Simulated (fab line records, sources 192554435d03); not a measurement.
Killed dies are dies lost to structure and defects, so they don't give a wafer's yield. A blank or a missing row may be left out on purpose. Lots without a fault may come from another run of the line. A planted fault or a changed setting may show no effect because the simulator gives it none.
Problem report in the 8D (eight disciplines) form, filled by code | flow n5_finfet | the parts of the form that need people (team, actions taken, sign-off) are left out

1. THE PROBLEM
spin_speed_rpm at N5_BEOL_M3_COAT_61 reads a mean of 1439.7 rpm on 6 wafers of 2 lots; wafers without a fault read 1499.9 rpm with a standard deviation of 1.1. That is -55 standard deviations from the usual mean.
The step: time 60 s, resist thk 60 nm.
First seen on wafer L662.1, day 11 12:43, on litho_track-01. The record holds 33 wafers of 11 lots with a number at this step. Rule for "out", or "out of limits": more than 4 standard deviations from the usual mean. The other wafers with a number count as sound.

2. WHAT IT IS AND WHAT IT IS NOT
question                    | is                     | is not
which readings at this step | spin_speed_rpm         | -
which lots                  | L662, L663             | L651, L652, L653, L655, L656, L657, L670, L672, L673
which wafers of those lots  | all that have a number | -
read on which tools         | litho_track-01         | litho_track-02, litho_track-03
when                        | from day 11 12:43      | up to then (18 sound wafers); but 9 sound wafers of L670, L672, L673 came after

3. SUSPECTS, AND WHAT RULES EACH OUT
Counting: a tool at a process step up to the reading stays a suspect if it ran every lot that is out and no sound lot after the first of them.
- cvd_co-02 at N5_BEOL_M2_CO_CAP_55 (material Co, precursor CCTBA/H2, target thk 2 nm, time 102.1 s): ruled out as a lasting fault. Sound lots L672, L673 ran on it after its first lot that is out, L662 (day 11 09:41).
- litho_track-01 at N5_BEOL_M3_COAT_61 (time 60 s, resist thk 60 nm): kept. It ran every lot that is out, first L662 (day 11 12:43), and no sound lot after that; its last sound lot up to then is L656 (day 9 07:52). Its own readings are out on those wafers: spin_speed_rpm.
Left after counting: litho_track-01 at N5_BEOL_M3_COAT_61.

4. THE CAUSE (what the simulator had put in)
Process parameter drift: litho_track-01, from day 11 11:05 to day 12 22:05, at N5_BEOL_M3_COAT_61. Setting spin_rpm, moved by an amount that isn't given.
Counting left only this tool.

5. THE CHAIN OF EFFECTS, in route order
Each row: a reading whose mean over the struck wafers that have a number lies more than 3 standard deviations from the usual. Only readings for which the record gives a usual standard deviation are gone through. hours: the time from each lot's start at the first step in this table that gives one to its start at this step, as a median over the lots. sigmas: the change in usual standard deviations.
hours | step               | reading        | usual      | on struck wafers | change | sigmas
0     | N5_BEOL_M3_COAT_61 | spin_speed_rpm | 1499.9 rpm | 1439.7           | -60.2  | -55
The process steps in it:
- N5_BEOL_M3_COAT_61: time 60 s, resist thk 60 nm.
Later measuring or inspecting steps at which every struck wafer that the step has a row for has a number for every such reading, and none has moved that far: N5_BEOL_M3_CD_MEAS_11, N5_BEOL_M4_RC_MEAS_101.

6. WHAT WOULD HAVE CAUGHT IT SOONER
In this record the first reading out of limits was taken at day 11 12:43, 2 hours after the fault began at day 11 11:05.
